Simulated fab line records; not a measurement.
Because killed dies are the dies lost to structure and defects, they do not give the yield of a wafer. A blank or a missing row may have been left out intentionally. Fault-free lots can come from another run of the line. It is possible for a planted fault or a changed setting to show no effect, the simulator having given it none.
fab line records -- flow nandHarc
record: lots: 7, wafers: 21, lastDay: 24
route steps=1159 shown P_M2@330
lots with no fault: from the same line, run without faults
startH: hours from the record's opening day to when the first of the lot's shown wafers began -- waitH: how many hours have passed since the lot's step before this one -- " identical to the entry in the row above -- L1.1+2: several wafers, shown together as one row -- - either no value or no given start -- * or withheld: withheld -- < > ~ a bound
route shown NAME@n: a module of which the file shows steps, and the number in the route of the first -- usual: mean/standard deviation taken from wafers without a fault -- same: alike in all rows -- chamber/n: place in a boat -- sites: each site's reading -- _std_site: how widely they spread, as a standard deviation -- _edge_site: outer sites' mean less inner sites' -- radiusMm: for every site, how far away it sits from the centre of the wafer -- mask NAME#n: copy n -- behind: the most recent tool/chamber to have shaped the wafer -- hold: why the lot was held/for how many hours/how that ended -- device: names the non-switching transistor (n, p or np) -- end of line: tests run on the same wafers once the route is complete -- a step with no rows: only its recipe -- killed: dies that structure and defects cost at the first sort, which is not the same as the wafer's yield -- map: a wafer's dies, marking killed ones x, the rest . and places with no die _
set.NAME: the run value of the setting; set.NAME@STEP: its run value at that earlier step -- model.NAME: the simulator's own value behind a step, which no gauge read
certain route steps with their lots: each step a table, each wafer a row
services: from which hour (startH, from the record's first day; less than 0 if before it) a tool's chamber was out of use, for how many hours, and why
== steps ==
step: NHARC_P_M2_INSPECT_11
usual: rawDefectCount: 3.8/2.3
lot.wafer,tool,chamber,startH,waitH,rawDefectCount
L516.3,defectInspect-01,-,146.95,0.0,1
L516.4,defectInspect-01,-,146.95,0.0,2
L516.5,defectInspect-01,-,146.95,0.0,5
L519.1,defectInspect-01,-,165.72,0.0,1
L519.4,defectInspect-01,-,165.72,0.0,0
L519.6,defectInspect-01,-,165.72,0.0,6
L520.2,defectInspect-01,-,170.37,0.0,2
L520.4,defectInspect-01,-,170.37,0.0,3
L520.5,defectInspect-01,-,170.37,0.0,3
L521.2,defectInspect-01,-,183.39,0.0,5
L521.4,defectInspect-01,-,183.39,0.0,3
L521.6,defectInspect-01,-,183.39,0.0,1
L529.1,defectInspect-01,-,223.77,0.0,5
L529.2,defectInspect-01,-,223.77,0.0,6
L529.4,defectInspect-01,-,223.77,0.0,5
L531.1,defectInspect-02,-,233.03,0.0,3
L531.3,defectInspect-02,-,233.03,0.0,2
L531.5,defectInspect-02,-,233.03,0.0,0
L532.3,defectInspect-01,-,239.24,0.0,2
L532.4,defectInspect-01,-,239.24,0.0,0
L532.6,defectInspect-01,-,239.24,0.0,6
step: NHARC_P_M2_DESCUM_14
recipe: timeS: 3, o2FlowSccm: 200, arFlowSccm: 0, biasPowerW: 0, chemistry: O2
step: NHARC_P_M2_ETCH_35
recipe: targetDepthA: 400, overetchA: 120, timeS: 43.94, ionEnergyEv: 200, n2FlowSccm: 150, h2FlowSccm: 150, arFlowSccm: 0, rfW: 400, biasW: 150, chemistry: N2/H2
usual: drypumpMotorCurrentA: 5.7/0.4, oesProductAu: 0.999/0.0088, rfVppV: 432.0/2.5, showerheadPlenumPTorr: 2.10/0.084, throttleValvePct: 14.171/0.01
lot.wafer,tool,chamber,startH,waitH,drypumpMotorCurrentA,oesProductAu,rfHoursCounterH,rfVppV,showerheadPlenumPTorr,throttleValvePct
L516.3,rieDiel-09,1,147.09,0.1,6.8,0.983,20,429.8,2.04,14.170
L516.4,rieDiel-09,0,147.09,0.1,5.7,0.987,21,427.5,1.92,14.168
L516.5,rieDiel-09,2,147.09,0.1,5.4,0.998,-,432.7,2.14,14.157
L519.1,rieDiel-03,3,165.88,0.1,5.8,0.986,4,433.8,2.17,14.160
L519.4,rieDiel-03,0,165.88,0.1,5.6,0.993,4,431.9,2.07,14.190
L519.6,rieDiel-03,3,165.88,0.1,5.8,0.995,-,433.6,2.17,14.165
L520.2,rieDiel-03,0,170.51,0.1,5.6,0.999,5,431.9,2.07,14.161
L520.4,rieDiel-03,1,170.51,0.1,5.2,1.008,4,428.1,1.94,14.143
L520.5,rieDiel-03,1,170.51,0.1,5.2,1.012,-,428.7,1.94,14.181
L521.4,rieDiel-03,3,183.55,0.1,5.7,0.991,5,433.7,2.17,14.160
L521.2,rieDiel-03,0,183.55,0.1,5.7,0.996,5,431.4,2.07,14.176
L521.6,rieDiel-03,2,183.55,0.1,5.7,0.995,-,434.0,2.16,14.178
L529.2,rieDiel-12,2,224.00,0.1,6.3,0.986,3,433.9,2.19,14.177
L529.1,rieDiel-12,3,224.00,0.1,5.2,1.001,2,433.5,2.15,14.183
L529.4,rieDiel-12,1,224.00,0.1,6.2,0.987,2,432.9,2.12,14.170
L531.3,rieDiel-03,3,233.17,0.1,5.7,0.992,0,433.4,2.17,14.182
L531.1,rieDiel-03,0,233.17,0.1,5.6,1.006,0,433.0,2.07,14.171
L531.5,rieDiel-03,0,233.17,0.1,5.6,1.007,-,431.0,2.07,14.164
L532.4,rieDiel-03,3,239.38,0.1,5.8,0.989,1,433.3,2.17,14.177
L532.3,rieDiel-03,1,239.38,0.1,5.2,0.988,1,428.1,1.94,14.166
L532.6,rieDiel-03,0,239.38,0.1,5.6,1.001,-,431.6,2.07,14.176
step: NHARC_P_M2_ETCH_15
recipe: targetDepthA: 1825, timeS: 91.2, c4f8FlowSccm: withheld, arFlowSccm: 400, rfW: 600, biasW: 300, chemistry: C4F8/Ar
usual: oesProductAu: 0.941/0.023, rfVppV: 442.1/2.7
lot.wafer,tool,chamber,startH,waitH,oesProductAu,rfHoursCounterH,rfVppV
L516.4,rieDiel-09,1,-,-,0.912,20,440.1
L516.3,rieDiel-09,2,-,-,0.927,21,443.2
L516.5,rieDiel-09,3,-,-,0.914,-,443.2
L519.4,rieDiel-03,3,-,-,0.976,4,444.4
L519.1,rieDiel-03,0,-,-,0.956,4,442.7
L519.6,rieDiel-03,1,-,-,0.963,-,436.0
L520.2,rieDiel-03,0,-,-,0.924,5,442.5
L520.4,rieDiel-03,1,-,-,0.939,5,438.6
L520.5,rieDiel-03,1,-,-,0.929,-,439.4
L521.2,rieDiel-03,0,-,-,0.933,5,441.5
L521.4,rieDiel-03,1,-,-,0.923,5,438.5
L521.6,rieDiel-03,1,-,-,0.930,-,437.5
L529.4,rieDiel-12,2,-,-,0.961,3,445.9
L529.1,rieDiel-12,0,-,-,0.946,2,440.4
L529.2,rieDiel-12,1,-,-,0.938,2,443.4
L531.3,rieDiel-03,1,-,-,0.954,0,437.2
L531.1,rieDiel-03,0,-,-,0.978,0,441.8
L531.5,rieDiel-03,1,-,-,0.965,-,437.4
L532.4,rieDiel-03,2,-,-,0.991,1,443.3
L532.3,rieDiel-03,0,-,-,0.957,1,442.0
L532.6,rieDiel-03,2,-,-,0.983,-,445.4
step: NHARC_P_M2_CD_MEAS_16
usual: cdNm: 170.2/0.78
lot.wafer,tool,chamber,startH,waitH,cdNm
L516.3,cdSem-02,-,147.32,-,168.8
L516.4,cdSem-02,-,147.32,-,170.3
L516.5,cdSem-02,-,147.32,-,169.2
L519.1,cdSem-01,-,166.09,-,171.4
L519.4,cdSem-01,-,166.09,-,170.3
L519.6,cdSem-01,-,166.09,-,170.8
L520.2,cdSem-01,-,170.73,-,169.6
L520.4,cdSem-01,-,170.73,-,168.9
L520.5,cdSem-01,-,170.73,-,169.8
L521.2,cdSem-01,-,183.76,-,170.7
L521.4,cdSem-01,-,183.76,-,172.4
L521.6,cdSem-01,-,183.76,-,170.8
L529.1,cdSem-02,-,224.22,-,170.8
L529.2,cdSem-02,-,224.22,-,169.1
L529.4,cdSem-02,-,224.22,-,168.8
L531.1,cdSem-02,-,233.39,-,171.8
L531.3,cdSem-02,-,233.39,-,171.1
L531.5,cdSem-02,-,233.39,-,171.6
L532.3,cdSem-02,-,239.60,-,169.7
L532.4,cdSem-02,-,239.60,-,170.7
L532.6,cdSem-02,-,239.60,-,171.5
step: NHARC_P_M2_STRIP_18
recipe: powerW: 1000, n2FlowSccm: 150, h2FlowSccm: 150, arFlowSccm: 0, biasW: 0, chemistry: N2/H2
usual: drypumpMotorCurrentA: 5.7/0.4, oesProductAu: 0.998/0.0096, rfVppV: 91.1/1, showerheadPlenumPTorr: 2.09/0.087, throttleValvePct: 14.171/0.0088
lot.wafer,tool,chamber,startH,waitH,drypumpMotorCurrentA,oesProductAu,rfHoursCounterH,rfVppV,showerheadPlenumPTorr,throttleValvePct
L516.3,rieDiel-12,3,147.44,0.1,5.2,0.993,21,91.6,2.16,14.168
L516.4,rieDiel-12,0,147.44,0.1,5.4,0.987,19,88.7,2.03,14.175
L516.5,rieDiel-12,1,147.44,0.1,6.2,0.988,-,91.5,2.13,14.159
L519.4,rieDiel-03,1,166.21,0.1,5.2,1.010,4,91.1,1.94,14.179
L519.1,rieDiel-03,2,166.21,0.1,5.7,0.998,4,92.0,2.16,14.181
L519.6,rieDiel-03,3,166.21,0.1,5.7,1.006,-,91.5,2.17,14.183
L520.2,rieDiel-03,3,170.83,0.1,5.8,0.997,5,91.2,2.17,14.165
L520.4,rieDiel-03,0,170.83,0.1,5.6,0.986,5,90.9,2.07,14.166
L520.5,rieDiel-03,3,170.83,0.1,5.7,1.000,-,91.3,2.17,14.184
L521.2,rieDiel-03,3,183.86,0.1,5.8,0.992,5,91.9,2.17,14.169
L521.4,rieDiel-03,0,183.86,0.1,5.6,0.988,5,91.4,2.07,14.193
L521.6,rieDiel-03,3,183.86,0.1,5.8,0.989,-,91.0,2.17,14.175
L529.2,rieDiel-09,2,224.30,0.1,5.3,1.006,48,90.0,2.13,14.163
L529.1,rieDiel-09,3,224.30,0.1,5.3,1.014,54,91.2,2.10,14.174
L529.4,rieDiel-09,0,224.30,0.1,5.7,0.992,53,89.4,1.91,14.172
L531.3,rieDiel-09,0,233.51,0.1,5.8,0.974,57,90.5,1.91,14.172
L531.1,rieDiel-09,2,233.51,0.1,5.4,1.002,51,92.0,2.13,14.171
L531.5,rieDiel-09,0,233.51,0.1,5.8,0.987,-,89.4,1.91,14.184
L532.4,rieDiel-12,3,239.67,0.1,5.2,1.003,4,92.4,2.15,14.158
L532.3,rieDiel-12,2,239.67,0.1,6.3,0.999,5,93.1,2.19,14.160
L532.6,rieDiel-12,0,239.67,0.1,5.4,1.007,-,90.5,2.02,14.179
step: NHARC_P_M2_ETCH_28
recipe: targetDepthA: 300, overEtchFrac: 0.3, timeS: 72.99, ionEnergyEv: 150, cf4FlowSccm: 50, n2FlowSccm: 100, arFlowSccm: 150, rfW: 300, biasW: 100, chemistry: CF4/N2
step: NHARC_P_M2_STRIP_19
recipe: timeS: 600, tempC: 30, chemistry: postEtchResidueRemover
step: NHARC_P_M2_DEGAS_29
recipe: tempC: 250, timeS: 60
usual: heaterPowerW: 356/47, susceptorTempC: 250.03/0.16
lot.wafer,tool,chamber,startH,waitH,heaterPowerW,susceptorTempC
L516.3,pvdSputter-01,-,148.04,-,345,250.06
L516.4,pvdSputter-01,-,148.04,-,395,250.07
L516.5,pvdSputter-01,-,148.04,-,337,250.01
L519.4,pvdSputter-02,-,166.80,-,294,250.09
L519.1,pvdSputter-02,-,166.80,-,477,250.25
L519.6,pvdSputter-02,-,166.80,-,294,249.98
L520.2,pvdSputter-02,-,171.45,-,488,250.04
L520.4,pvdSputter-02,-,171.45,-,343,249.97
L520.5,pvdSputter-02,-,171.45,-,299,250.14
L521.2,pvdSputter-03,-,184.49,-,318,250.11
L521.4,pvdSputter-03,-,184.49,-,340,249.97
L521.6,pvdSputter-03,-,184.49,-,372,250.14
L529.2,pvdSputter-01,-,224.96,-,330,250.03
L529.4,pvdSputter-01,-,224.96,-,348,250.14
L529.1,pvdSputter-01,-,224.96,-,409,250.32
L531.3,pvdSputter-01,-,234.17,-,344,-
L531.1,pvdSputter-01,-,234.17,-,352,-
L531.5,pvdSputter-01,-,234.17,-,323,-
L532.4,pvdSputter-01,-,240.31,-,403,250.23
L532.3,pvdSputter-01,-,240.31,-,348,250.06
L532.6,pvdSputter-01,-,240.31,-,395,250.27
step: NHARC_P_M2_PRE_CLEAN_30
recipe: timeS: 30, tempC: 280, gas: H2/He
step: NHARC_P_M2_PVD_20
recipe: targetThkA: 50, biasV: 168.6, powerW: 15000, chamberPressurePa: 0.12, timeS: 8.06, substrateTempC: 50, material: TaN
step: NHARC_P_M2_PVD_21
recipe: targetThkA: 300, chamberPressurePa: 5, powerW: 5000, substrateTempC: 30, timeS: 20.49, material: Cu
step: NHARC_P_M2_ECD_22
recipe: targetThkA: 4000, bathTempC: 25, material: Cu
usual: bathHeatDutyPct: 6.2/0.54, bathTempC: 24.99/0.1
lot.wafer,tool,chamber,startH,waitH,bathHeatDutyPct,bathTempC
L516.3,ecdCu-02,1,148.50,-,4.8,24.73
L516.4,ecdCu-02,0,148.50,-,6.4,25.24
L516.5,ecdCu-02,0,148.50,-,6.9,25.02
L519.1,ecdCu-02,1,167.25,-,-,-
L519.4,ecdCu-02,1,167.25,-,-,-
L519.6,ecdCu-02,0,167.25,-,-,-
L520.2,ecdCu-02,0,171.85,-,-,-
L520.4,ecdCu-02,0,171.85,-,-,-
L520.5,ecdCu-02,1,171.85,-,-,-
L521.2,ecdCu-01,0,184.83,-,-,-
L521.4,ecdCu-01,1,184.83,-,-,-
L521.6,ecdCu-01,1,184.83,-,-,-
L529.1,ecdCu-02,0,225.32,-,6.2,25.03
L529.2,ecdCu-02,1,225.32,-,6.0,24.98
L529.4,ecdCu-02,1,225.32,-,5.7,24.92
L531.1,ecdCu-02,1,234.53,-,6.1,24.92
L531.3,ecdCu-02,1,234.53,-,6.5,24.65
L531.5,ecdCu-02,0,234.53,-,6.2,24.96
L532.4,ecdCu-02,0,240.78,-,5.7,24.93
L532.3,ecdCu-02,1,240.78,-,6.0,24.96
L532.6,ecdCu-02,1,240.78,-,5.0,25.10
step: NHARC_P_M2_ANNEAL_31
recipe: tempC: 225, timeS: 90
usual: wafer_temp_C_max: 225.74/0.26
lot.wafer,tool,chamber,startH,waitH,wafer_temp_C_max
L516.3,rtpAnneal-02,0,148.88,0.3,226.08
L516.4,rtpAnneal-02,0,148.88,0.3,225.86
L516.5,rtpAnneal-02,0,148.88,0.3,225.68
L519.1,rtpAnneal-01,0,167.63,0.3,225.93
L519.4,rtpAnneal-01,0,167.63,0.3,225.94
L519.6,rtpAnneal-01,0,167.63,0.3,225.93
L520.2,rtpAnneal-02,0,172.23,0.3,225.72
L520.4,rtpAnneal-02,0,172.23,0.3,225.51
L520.5,rtpAnneal-02,0,172.23,0.3,225.46
L521.2,rtpAnneal-02,0,185.26,0.4,225.63
L521.4,rtpAnneal-02,0,185.26,0.4,225.24
L521.6,rtpAnneal-02,0,185.26,0.4,225.82
L529.1,rtpAnneal-02,0,225.71,0.3,225.65
L529.2,rtpAnneal-02,0,225.71,0.3,225.84
L529.4,rtpAnneal-02,0,225.71,0.3,225.59
L531.1,rtpAnneal-02,0,234.90,-,225.69
L531.3,rtpAnneal-02,0,234.90,-,225.53
L531.5,rtpAnneal-02,0,234.90,-,225.98
L532.3,rtpAnneal-02,0,241.19,-,225.79
L532.4,rtpAnneal-02,0,241.19,-,225.78
L532.6,rtpAnneal-02,0,241.19,-,225.88
step: NHARC_P_M2_CMP_23
recipe: tOverpolishS: 20, targetThkNm: 144.3
usual: motorCurrentA: 12.1/1.1, slurryFlowMlMin: 149.9/0.47, timeToEndpointS: 29.0/2.5
lot.wafer,tool,chamber,startH,waitH,motorCurrentA,slurryFlowMlMin,timeToEndpointS
L516.4,cmp-01,2,149.13,-,12.5,149.7,30.1
L516.3,cmp-01,1,149.13,-,14.7,149.4,30.1
L516.5,cmp-01,2,149.13,-,12.6,150.5,29.8
L519.4,cmp-02,2,168.03,-,9.8,150.1,3.5
L519.1,cmp-02,3,168.03,-,11.2,149.6,1.3
L519.6,cmp-02,1,168.03,-,12.5,150.2,3.1
L520.2,cmp-01,0,172.57,-,12.5,150.1,3.0
L520.4,cmp-01,1,172.57,-,13.0,150.6,2.3
L520.5,cmp-01,3,172.57,-,11.6,149.8,2.6
L521.4,cmp-02,1,185.58,-,12.1,149.9,3.9
L521.2,cmp-02,3,185.58,-,11.3,149.2,3.4
L521.6,cmp-02,0,185.58,-,13.4,150.2,2.5
L529.2,cmp-03,3,226.05,-,11.6,150.6,28.3
L529.4,cmp-03,0,226.05,-,10.3,149.6,28.5
L529.1,cmp-03,1,226.05,-,11.1,150.1,31.1
L531.1,cmp-02,0,235.25,-,13.4,149.8,29.8
L531.3,cmp-02,3,235.25,-,11.5,149.5,29.7
L531.5,cmp-02,0,235.25,-,14.1,149.7,28.1
L532.3,cmp-01,2,241.46,-,12.7,150.5,26.9
L532.4,cmp-01,0,241.46,-,12.2,150.2,31.3
L532.6,cmp-01,2,241.46,-,12.7,150.3,28.1
step: NHARC_P_M2_THK_MEAS_24
recipe: thkMeasGauge: xrf
usual: thkNm: 144.0/1.4
lot.wafer,tool,chamber,startH,waitH,hold,thkNm
L516.3,filmMetro-02,-,149.44,-,-,144.5
L516.4,filmMetro-02,-,149.44,-,-,144.5
L516.5,filmMetro-02,-,149.44,-,-,145.6
L519.1,filmMetro-01,-,168.29,-,awaitDispo/0.2h/release,29.7
L519.4,filmMetro-01,-,168.29,-,awaitDispo/0.2h/release,29.2
L519.6,filmMetro-01,-,168.29,-,awaitDispo/0.2h/release,30.9
L519.1,filmMetro-01,-,168.46,0.2,-,29.6
L519.4,filmMetro-01,-,168.46,0.2,-,30.4
L519.6,filmMetro-01,-,168.46,0.2,-,31.9
L520.2,filmMetro-01,-,172.83,-,awaitDispo/0.2h/release,29.1
L520.4,filmMetro-01,-,172.83,-,awaitDispo/0.2h/release,31.3
L520.5,filmMetro-01,-,172.83,-,awaitDispo/0.2h/release,31.3
L520.2,filmMetro-01,-,173.00,0.2,-,30.0
L520.4,filmMetro-01,-,173.00,0.2,-,30.1
L520.5,filmMetro-01,-,173.00,0.2,-,30.6
L521.2,filmMetro-01,-,185.87,-,awaitDispo/0.2h/release,30.7
L521.4,filmMetro-01,-,185.87,-,awaitDispo/0.2h/release,30.2
L521.6,filmMetro-01,-,185.87,-,awaitDispo/0.2h/release,30.4
L521.2,filmMetro-01,-,186.04,0.2,-,30.1
L521.4,filmMetro-01,-,186.04,0.2,-,29.6
L521.6,filmMetro-01,-,186.04,0.2,-,27.7
L529.1,filmMetro-01,-,226.36,-,-,145.9
L529.2,filmMetro-01,-,226.36,-,-,146.0
L529.4,filmMetro-01,-,226.36,-,-,145.4
L531.1,filmMetro-01,-,235.56,-,-,144.0
L531.3,filmMetro-01,-,235.56,-,-,143.4
L531.5,filmMetro-01,-,235.56,-,-,144.0
L532.3,filmMetro-02,-,241.78,-,-,142.7
L532.4,filmMetro-02,-,241.78,-,-,142.8
L532.6,filmMetro-02,-,241.78,-,-,143.3
== services ==
tool,chamber,startH,hours,kind
cmp-02,-,128.54,4.0,pm
cmp-01,-,132.79,0.9,repair
rieDiel-03,0,145.34,-,clean
ecdCu-02,-,149.94,1.2,repair
cmp-02,-,150.04,0.4,repair
pvdSputter-01,-,150.09,2.0,repair
rieDiel-03,2,154.61,3.8,repair
cmp-03,-,156.00,4.0,pm
pvdSputter-01,-,158.00,10.0,pm
rieDiel-03,3,161.90,2.7,repair
pvdSputter-03,-,164.64,4.3,repair
cmp-03,-,179.84,1.4,repair
cmp-01,-,180.90,3.3,repair
cmp-03,-,185.86,1.9,repair
ecdCu-02,-,201.71,1.0,repair
rieDiel-12,-,202.40,9.0,pm
cmp-01,-,209.07,0.9,repair
cmp-03,-,211.78,0.3,repair
pvdSputter-02,-,214.02,10.0,pm
rieDiel-03,-,215.30,9.0,pm
cmp-01,-,216.95,4.1,repair
rieDiel-12,3,225.81,4.9,repair
cmp-02,-,226.54,4.0,pm
rieDiel-09,-,238.48,0.9,repair
== key ==
firstSign: step: NHARC_P_M2_ECD_22, reading: toolRecord, direction: missing
effect: step: NHARC_P_M2_CMP_23, reading: timeToEndpointS, direction: down, sigmas: 11, usual: *, struck: *
effect: step: NHARC_P_M2_THK_MEAS_24, reading: visit, direction: added
effect: step: NHARC_P_M2_THK_MEAS_24, reading: thkNm, direction: down, sigmas: 80, usual: 144.0, struck: 30.3
metAt NHARC_P_M2_ECD_22
struckWafers L519.1,L519.4,L519.6,L520.2,L520.4,L520.5,L521.2,L521.4,L521.6
scrappedBehind NHARC_P_M2_THK_MEAS_24 L519.1,L519.4,L519.6,L520.2,L520.4,L520.5,L521.2,L521.4,L521.6
onsetBetween 148.50 167.25
fault: kind: skippedStepWhole, tool: ecdCu-01,ecdCu-02, chamber: -, onsetH: 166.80, steps: NHARC_P_M2_ECD_22, scope: struckLotsOnly
